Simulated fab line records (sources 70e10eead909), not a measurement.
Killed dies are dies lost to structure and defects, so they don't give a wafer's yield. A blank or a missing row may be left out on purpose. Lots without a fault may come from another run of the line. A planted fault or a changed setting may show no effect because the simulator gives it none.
Chamber matching ; flow nand harc ; NHARC_A_CHANNEL_FILL_D2_ALD_16 on ald hk-01 has 4 sister chambers
The step deposits SiO2, target thk 1.5 nm, pulse time 10 s, ald cycles 15. 16 wafers are shown with their chamber, then 8 later ones without.

WAFERS, EACH WITH ITS CHAMBER
wafer;chamber;heater power w (W);precursor pulse height rel
L074.3;1;448;1.021
L074.4;0;497;1.001
L074.5;3;471;1.002
L079.1;2;441;1.013
L079.3;1;468;1.003
L079.5;0;495;1.017
L083.1;2;437;0.970
L083.3;0;512;1.011
L083.6;1;461;0.968
L082.1;2;444;1.030
L082.2;1;449;1.017
L082.4;3;464;1.010
L089.2;0;498;1.001
L089.4;1;465;1.005
L089.6;0;504;0.976
L093.4;0;489;1.005

SIGNATURES (averages over the wafers above)
reading;chamber 0;chamber 1;chamber 2;chamber 3;scatter within a chamber
heater power w;499.17;458.20;440.67;467.50;7.65
precursor pulse height rel;1.00183;1.00280;1.00433;1.00600;0.0198
Rule: a wafer lies at a distance from a chamber equal to the root of the sum of squares, over the readings, of (its reading less the chamber's mean, divided by the reading's scatter). If the next closest chamber is less than 2 further off than the closest, the wafer can't be placed; otherwise it belongs to the closest. The scatter: take each reading less its chamber's mean, square it, sum over the shown wafers, divide by the number of wafers less the number of chambers, and take the root.

WAFERS MISSING THEIR CHAMBER
wafer;heater power w (W);precursor pulse height rel
L093.5;425;0.982
L093.6;453;0.986
L094.2;434;0.977
L094.5;487;1.019
L094.6;431;1.029
L097.1;480;0.963
L097.3;441;0.983
L097.4;435;1.004

WHICH CHAMBER EACH ONE RAN IN
wafer;from the rows above;in truth
L093.5;2;2
L093.6;can't be placed: 1 or 2 or 3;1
L094.2;can't be placed: 2 or 1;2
L094.5;can't be placed: 0 or 3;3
L094.6;2;2
L097.1;can't be placed: 3 or 0 or 1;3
L097.3;can't be placed: 2 or 1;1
L097.4;2;2
Correct placement for 3 of the 8. Can't be placed from these rows: 5 (the true chamber is among the candidates in 5). Placed wrongly: 0.
